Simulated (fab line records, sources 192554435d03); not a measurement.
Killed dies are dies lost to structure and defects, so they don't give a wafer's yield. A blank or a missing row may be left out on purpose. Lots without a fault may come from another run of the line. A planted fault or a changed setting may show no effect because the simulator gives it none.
Chamber matching | flow n5_finfet | N5_DUMMY_GATE_ETCH_32 on rie_si-06: 4 sister chambers
The step etches SiO2 in CF4, target depth 3.5 nm, time 3.9 s. 4 wafers are shown with their chamber, then 12 later ones without.

WAFERS WITH THEIR CHAMBER
wafer  | chamber | throttle_valve_pct (%)
L087.1 | 1       | 22.03
L088.1 | 2       | 21.45
L088.4 | 0       | 21.40
L088.6 | 3       | 21.83

WAFERS WITHOUT THEIR CHAMBER
wafer  | throttle_valve_pct (%)
L089.1 | 21.81
L089.2 | 21.40
L089.3 | 21.45
L090.3 | 21.41
L090.4 | 21.45
L090.6 | 21.39
L091.2 | 21.39
L091.4 | 22.05
L091.6 | 21.45
L092.4 | 22.05
L092.5 | 21.42
L092.6 | 21.81

WHICH CHAMBER EACH WENT THROUGH
wafer  | from the rows above     | in truth
L089.1 | 3                       | 3
L089.2 | 0                       | 0
L089.3 | 2                       | 2
L090.3 | 0                       | 0
L090.4 | 2                       | 2
L090.6 | 0                       | 0
L091.2 | 0                       | 0
L091.4 | 1                       | 1
L091.6 | 2                       | 2
L092.4 | 1                       | 1
L092.5 | can't be placed: 0 or 2 | 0
L092.6 | 3                       | 3
Placed correctly: 11 of 12. Can't be placed from these rows: 1 (the true chamber is among the candidates in 1). Placed wrongly: 0.
How it was worked out, from the rows above alone: a wafer's distance from a chamber is the root of the sum, over the readings, of the square of ((its reading less the chamber's mean) divided by the reading's scatter). The wafer belongs to the nearest chamber; if the next one is less than 2 further off, it can't be placed. A chamber's mean is the mean of its shown wafers. The scatter: with one shown wafer a chamber, the root of the mean of the squares of how far each hidden wafer lies from its nearest shown one.
